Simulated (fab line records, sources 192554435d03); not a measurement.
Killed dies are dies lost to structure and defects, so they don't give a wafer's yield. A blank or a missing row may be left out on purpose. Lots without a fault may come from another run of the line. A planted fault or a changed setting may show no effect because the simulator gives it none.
fab line records | flow n5_finfet | part 2 of 2: steps 4 to 6 of 6
record lots=22 wafers=66 last_day=17
route steps=1938 shown BEOL_M13@1691 BEOL_M14@1729 BEOL_M15@1793
lots that met no fault: from a run of the same line without faults
start_h: hours from the record's first day to the start of the lot's first wafer shown | wait_h: hours since the lot's step before | " the same as in the row above | L1.1+2: a row that stands for several wafers | - no value, or no start given | * or withheld: withheld | < > ~ a bound
route shown NAME@n: a module of which the file shows steps, and the number in the route of the first | usual: mean/standard deviation of fault-free wafers | same: alike in all rows | chamber/n: place in a boat | sites: the reading at each site | _std_site: their standard deviation | _edge_site: outer sites' mean less inner sites' | radius_mm: how far each site lies from the wafer's centre | mask NAME#n: copy n | behind: the tool/chamber that last shaped the wafer | hold: why the lot was held/for how many hours/how that ended | device: the transistor (n, p or np) that didn't switch | end of line: the same wafers' tests at the end of the route | a step without rows: its recipe alone | killed: dies lost to structure and defects at the first sort, not the wafer's yield | map: a wafer's dies, x killed, . not, _ none there
set.NAME: the setting as run; set.NAME@STEP: as run at that earlier step | model.NAME: the simulator's own value behind a step, which no gauge read
steps of the route over a sample of lots; a table a step, a row a wafer
services: from which hour (start_h, from the record's first day; less than 0 if before it) a tool's chamber was out of use, for how many hours, and why
## steps
# step N5_BEOL_M14_DESCUM_33
# recipe chemistry=O2 time_s=7.9 source_power_w=50 bias_power_w=20 pressure_mtorr=20 rf_frequency_hz=2.712e+07 temp_c=40 o2_flow_sccm=225
# usual chamber_pressure_mTorr=20.002/0.017 drypump_motor_current_A=5.6/0.38 oes_product_au=0.81/0.092 rf_vpp_V=242.8/1.2 showerhead_plenum_p_Torr=2.06/0.073 temp_c=40.01/0.12 throttle_valve_pct=20.43/0.21
# columns lot.wafer tool chamber start_h wait_h chamber_pressure_mTorr drypump_motor_current_A oes_product_au rf_hours_counter_h rf_vpp_V showerhead_plenum_p_Torr temp_c throttle_valve_pct
L074.1 rie_diel-02 0 240.15 0.0 19.983 5.9 0.71 250 242.8 2.16 40.19 20.40
L074.3 " 2 " " 20.027 4.9 0.72 202 243.1 2.17 40.08 20.47
L074.6 " 3 " " 19.999 5.2 0.82 - 243.7 2.02 39.97 20.48
L077.2 rie_diel-02 2 257.90 0.4 19.978 4.8 0.73 209 243.5 2.17 40.07 20.50
L077.3 " 1 " " 20.009 5.7 0.70 229 241.5 1.97 39.90 20.25
L077.6 " 2 " " 19.979 4.8 0.73 - 243.7 2.17 40.01 20.49
L075.1 rie_diel-06 1 258.24 0.1 20.014 6.2 0.86 71 241.5 2.01 39.95 20.46
L075.4 " 2 " " 20.014 5.5 0.72 - 242.1 2.07 40.08 20.75
L075.5 " 1 " " 20.000 6.2 0.86 - 242.9 2.01 40.09 20.47
L078.1 rie_diel-06 0 264.98 0.0 20.004 5.7 0.91 23 243.6 2.04 39.79 20.12
L078.5 " 0 " " 20.005 5.7 0.91 - 240.7 2.03 39.86 20.11
L078.6 " 2 " " 20.025 5.5 0.72 - 243.9 2.07 40.13 20.75
L076.4 rie_diel-02 2 265.27 0.2 20.023 4.8 0.72 - 244.0 2.17 40.09 20.50
L076.5 " 3 " " 20.001 5.2 0.80 - 241.3 2.02 39.90 20.51
L076.6 " 1 " " 19.999 5.7 0.71 - 243.0 1.97 40.04 20.25
L081.2 rie_diel-04 1 273.14 0.0 20.000 5.1 0.73 185 241.6 1.98 39.98 20.69
L081.3 " 3 " " 19.994 5.5 0.74 155 240.7 2.02 39.97 20.59
L081.6 " 2 " " 19.999 6.0 0.69 - 242.4 2.05 40.04 20.45
L079.1 rie_diel-06 1 279.43 0.0 19.991 6.2 0.86 75 243.1 2.01 40.05 20.50
L079.4 " 3 " " 20.016 5.5 0.81 101 242.3 2.02 39.97 20.35
L079.5 " 1 " " 20.007 6.2 0.85 - 240.8 2.01 40.07 20.48
L082.3 rie_diel-02 2 290.00 0.0 19.993 4.8 0.71 222 244.1 2.16 39.88 20.51
L082.5 " 3 " " 19.996 5.2 0.79 - 242.9 2.01 40.15 20.53
L082.6 " 0 " " 19.980 5.9 1.00 - 244.0 2.16 40.04 20.26
L083.2 rie_diel-04 1 300.69 0.0 20.005 5.1 0.73 198 241.6 1.97 40.10 20.71
L083.3 " 2 " " 20.006 6.0 0.68 253 242.5 2.05 39.97 20.45
L083.5 " 2 " " 20.032 6.0 0.68 - 242.1 2.05 39.93 20.45
L084.2 rie_diel-04 0 317.74 0.0 20.029 6.1 0.97 5 244.6 2.16 40.00 20.33
L084.3 " 1 " " 19.994 5.1 0.73 205 241.9 1.97 39.89 20.71
L084.5 " 2 " " 19.978 6.0 1.00 - 242.5 2.05 40.31 20.15
L088.4 rie_diel-06 0 322.56 0.0 20.012 5.7 0.87 47 242.1 2.03 39.99 20.17
L088.5 " 2 " " 19.996 5.5 0.71 - 243.4 2.06 40.01 20.82
L088.6 " 1 " " 20.010 6.2 0.83 - 242.2 2.00 40.12 20.52
L085.1 rie_diel-06 1 323.87 0.1 20.009 6.2 0.84 93 242.9 2.00 40.21 20.52
L085.4 " 3 " " 20.001 5.5 0.79 118 243.5 2.01 39.98 20.37
L085.5 " 2 " " 20.014 5.5 0.71 - 243.6 2.06 39.99 20.80
L086.2 rie_diel-04 1 331.98 0.0 20.013 5.1 0.72 210 242.7 1.97 39.96 20.71
L086.3 " 0 " " 19.989 6.1 0.94 10 243.3 2.16 39.94 20.33
L086.6 " 1 " " 19.981 5.1 0.72 - 241.7 1.97 40.04 20.72
L087.1 rie_diel-06 1 336.53 0.0 19.975 6.2 0.82 96 241.2 2.00 40.08 20.51
L087.5 " 0 " " 19.978 5.6 0.87 - 241.9 2.03 40.03 20.17
L087.6 " 3 " " 20.009 5.5 0.78 - 242.5 2.01 40.01 20.40
L089.1 rie_diel-02 3 351.65 0.1 20.028 5.2 0.77 113 242.1 2.01 40.11 20.56
L089.3 " 1 " " 19.989 5.7 0.98 5 246.3 2.22 39.87 20.00
L089.5 " 2 " " 20.014 4.8 0.69 - 244.2 2.16 40.10 20.54
L090.4 rie_diel-06 3 351.99 0.2 19.988 5.5 0.80 126 241.3 2.01 39.80 20.39
L090.5 " 3 " " 20.007 5.5 0.79 - 242.5 2.01 39.88 20.39
L090.6 " 2 " " 19.996 5.5 0.71 - 243.3 2.06 39.99 20.81
L092.1 rie_diel-04 1 352.04 0.0 19.981 5.1 0.71 217 242.0 1.97 40.06 20.74
L092.2 " 2 " " 20.004 6.0 0.94 13 241.7 2.04 40.07 20.14
L092.3 " 0 " " 19.996 6.1 0.91 17 243.7 2.16 40.04 20.34
L091.2 rie_diel-02 2 352.27 0.1 20.025 4.8 0.70 245 245.8 2.16 39.88 20.53
L091.4 " 1 " " 20.003 5.7 0.98 5 245.3 2.22 39.89 20.01
L091.6 " 1 " " 20.008 5.7 0.99 - 245.9 2.22 39.95 20.03
L093.2 rie_diel-02 2 357.87 0.3 19.985 4.8 0.70 248 244.0 2.16 39.86 20.54
L093.4 " 0 " " 20.001 5.9 0.92 29 243.3 2.15 39.89 20.33
L093.5 " 1 " " 19.996 5.7 0.96 - 243.3 2.22 39.95 20.01
L097.3 rie_diel-06 1 379.64 0.0 19.965 6.1 0.81 110 241.3 1.99 40.01 20.53
L097.4 " 0 " " 20.004 5.7 0.85 - 242.7 2.02 40.06 20.19
L097.5 " 3 " " 20.007 5.5 0.78 - 241.9 2.01 39.98 20.39
L095.2 rie_diel-06 0 383.01 0.0 19.975 5.7 0.85 67 242.8 2.02 39.82 20.18
L095.5 " 3 " " 20.016 5.5 0.77 - 243.0 2.01 39.87 20.41
L095.6 " 0 " " 19.961 5.8 0.84 - 243.0 2.02 40.04 20.19
L096.2 rie_diel-02 3 383.98 0.1 20.005 5.2 0.74 127 241.2 2.00 39.99 20.59
L096.4 " 2 " " 19.981 4.8 0.98 1 244.3 2.15 40.06 20.25
L096.5 " 0 " " 20.010 5.9 0.89 - 244.6 2.14 39.85 20.34
# step N5_BEOL_M14_SPUTTER_44
# recipe material=Ta target_thk_a=150 temp_c=50 bias_v=80 power_w=15000 chamber_pressure_pa=0.07 time_s=24.19
# usual chamber_pressure_pa=0.07/0.00014 throttle_valve_pct=29.8/1.1
# columns lot.wafer tool chamber start_h wait_h chamber_pressure_pa throttle_valve_pct
L074.1 pvd_sputter-01 - 242.06 0.0 0.06972 30.3
L074.3 " - " " 0.07021 30.4
L074.6 " - " " 0.0703 30.3
L077.2 pvd_sputter-03 - 260.31 0.0 0.07006 29.6
L077.3 " - " " 0.07001 27.5
L077.6 " - " " 0.0702 29.0
L075.1 pvd_sputter-01 - 260.48 0.0 0.06995 28.4
L075.4 " - " " 0.06998 30.6
L075.5 " - " " 0.07001 28.3
L078.1 pvd_sputter-01 - 266.63 0.0 0.06997 30.5
L078.5 " - " " 0.06985 30.7
L078.6 " - " " 0.07014 31.8
L076.4 pvd_sputter-01 - 267.27 0.0 0.07 30.4
L076.5 " - " " 0.06985 28.3
L076.6 " - " " 0.07027 31.5
L081.2 pvd_sputter-03 - 275.70 0.0 0.06986 30.1
L081.3 " - " " 0.0701 29.7
L081.6 " - " " 0.07003 27.4
L079.1 pvd_sputter-02 - 281.06 0.0 0.06976 30.3
L079.4 " - " " 0.07006 29.3
L079.5 " - " " 0.06994 30.1
L082.3 pvd_sputter-03 - 292.09 0.0 0.06988 30.2
L082.5 " - " " 0.07 27.5
L082.6 " - " " 0.06992 30.0
L083.2 pvd_sputter-01 - 301.91 0.0 0.06975 30.3
L083.3 " - " " 0.06999 30.2
L083.5 " - " " 0.06994 28.2
L084.2 pvd_sputter-02 - 321.00 0.0 0.06989 30.2
L084.3 " - " " 0.0702 30.2
L084.5 " - " " 0.06986 29.9
L088.4 pvd_sputter-01 - 324.20 0.0 0.06989 31.6
L088.5 " - " " 0.06979 31.5
L088.6 " - " " 0.06996 30.4
L085.1 pvd_sputter-02 - 328.34 0.0 0.0701 30.1
L085.4 " - " " 0.07015 30.0
L085.5 " - " " 0.07004 30.2
L086.2 pvd_sputter-03 - 333.54 0.0 0.07004 29.1
L086.3 " - " " 0.07019 29.6
L086.6 " - " " 0.06999 27.8
L087.1 pvd_sputter-02 - 338.24 0.0 0.07007 29.0
L087.5 " - " " 0.06999 30.0
L087.6 " - " " 0.07005 30.1
L089.1 pvd_sputter-03 - 353.40 0.0 0.06991 30.2
L089.3 " - " " 0.06986 29.6
L089.5 " - " " 0.06992 27.6
L090.4 pvd_sputter-02 - 353.46 0.0 0.06972 30.3
L090.5 " - " " 0.07015 30.1
L090.6 " - " " 0.07006 30.0
L092.1 pvd_sputter-03 - 353.80 0.0 0.07021 27.6
L092.2 " - " " 0.06991 29.3
L092.3 " - " " 0.07029 29.4
L091.2 pvd_sputter-01 - 354.17 0.0 0.06985 28.2
L091.4 " - " " 0.07017 31.8
L091.6 " - " " 0.07001 31.8
L093.2 pvd_sputter-02 - 360.64 0.0 0.07008 29.0
L093.4 " - " " 0.0698 30.6
L093.5 " - " " 0.06991 30.7
L097.3 pvd_sputter-02 - 381.42 0.0 0.07016 29.5
L097.4 " - " " 0.06984 30.2
L097.5 " - " " 0.07012 30.5
L095.2 pvd_sputter-01 - 385.12 0.0 0.07029 30.4
L095.5 " - " " 0.06999 31.6
L095.6 " - " " 0.07012 28.1
L096.2 pvd_sputter-03 - 385.40 0.0 0.07017 29.2
L096.4 " - " " 0.06985 30.2
L096.5 " - " " 0.07016 27.7
# step N5_BEOL_M15_CD_MEAS_17
# recipe target_cd_nm=360 polarity=opening
# usual cd_nm=359.4/3
# columns lot.wafer tool chamber start_h wait_h cd_nm
L074.1 cd_sem-02 - 244.49 0.0 364.9
L074.3 " - " " 360.9
L074.6 " - " " 355.1
L077.2 cd_sem-03 - 263.80 0.0 357.2
L077.3 " - " " 360.1
L077.6 " - " " 358.4
L075.1 cd_sem-01 - 264.79 0.0 360.7
L075.4 " - " " 363.3
L075.5 " - " " 360.5
L078.1 cd_sem-03 - 268.95 0.0 358.0
L078.5 " - " " 363.2
L078.6 " - " " 361.0
L076.4 cd_sem-03 - 270.08 0.0 352.9
L076.5 " - " " 359.6
L076.6 " - " " 356.8
L081.2 cd_sem-03 - 278.02 0.0 358.8
L081.3 " - " " 360.4
L081.6 " - " " 362.1
L079.1 cd_sem-01 - 283.49 0.0 358.8
L079.4 " - " " 356.7
L079.5 " - " " 357.7
L082.3 cd_sem-01 - 294.53 0.0 352.6
L082.5 " - " " 357.7
L082.6 " - " " 353.5
L083.2 cd_sem-01 - 304.42 0.0 357.6
L083.3 " - " " 360.1
L083.5 " - " " 359.4
L084.2 cd_sem-01 - 323.84 0.0 361.7
L084.3 " - " " 358.3
L084.5 " - " " 354.9
L088.4 cd_sem-03 - 326.64 0.0 361.0
L088.5 " - " " 356.8
L088.6 " - " " 360.8
L085.1 cd_sem-02 - 330.80 0.0 352.8
L085.4 " - " " 355.0
L085.5 " - " " 355.0
L086.2 cd_sem-02 - 335.99 0.0 355.1
L086.3 " - " " 360.8
L086.6 " - " " 360.4
L087.1 cd_sem-01 - 340.75 0.0 362.0
L087.5 " - " " 361.7
L087.6 " - " " 362.2
L089.1 cd_sem-02 - 355.90 0.0 354.8
L089.3 " - " " 360.8
L089.5 " - " " 352.5
L090.4 cd_sem-01 - 356.33 0.0 354.6
L090.5 " - " " 356.9
L090.6 " - " " 353.7
L092.1 cd_sem-02 - 356.81 0.0 356.7
L092.2 " - " " 355.6
L092.3 " - " " 361.1
L091.2 cd_sem-02 - 357.31 0.0 366.8
L091.4 " - " " 363.9
L091.6 " - " " 364.5
L093.2 cd_sem-01 - 362.95 0.0 363.1
L093.4 " - " " 359.9
L093.5 " - " " 359.7
L097.3 cd_sem-02 - 384.28 0.0 358.2
L097.4 " - " " 359.6
L097.5 " - " " 360.7
L095.2 cd_sem-02 - 387.65 0.0 356.8
L095.5 " - " " 363.4
L095.6 " - " " 358.3
L096.2 cd_sem-02 - 389.03 0.0 361.1
L096.4 " - " " 361.1
L096.5 " - " " 362.7
## services
# columns tool chamber start_h hours kind
rie_diel-05 3 215.50 3.4 repair
rie_diel-05 1 223.62 5.1 repair
rie_diel-02 0 240.73 - clean
rie_diel-02 0 240.73 - consumable_replace:focus_ring
rie_diel-06 0 247.66 11.7 repair
rie_diel-01 3 248.54 4.6 repair
rie_diel-03 - 271.79 0.6 repair
rie_diel-04 3 275.02 10.0 repair
pvd_sputter-03 - 277.53 2.1 repair
rie_diel-06 3 280.34 5.1 repair
rie_diel-05 2 312.96 1.2 repair
rie_diel-02 1 317.81 - clean
rie_diel-02 1 317.81 - consumable_replace:focus_ring
rie_diel-02 1 317.81 - consumable_replace:showerhead
rie_diel-02 1 317.81 17.8 scheduled_down
rie_diel-02 1 317.81 17.8 vent_cycle
rie_diel-05 0 325.26 13.9 repair
rie_diel-05 1 332.19 21.8 repair
rie_diel-01 1 350.76 4.5 repair
rie_diel-03 3 355.96 5.1 repair
rie_diel-04 2 361.65 6.5 repair
rie_diel-02 2 366.02 - clean
rie_diel-02 2 366.02 - consumable_replace:focus_ring
rie_diel-02 2 366.02 15.2 scheduled_down
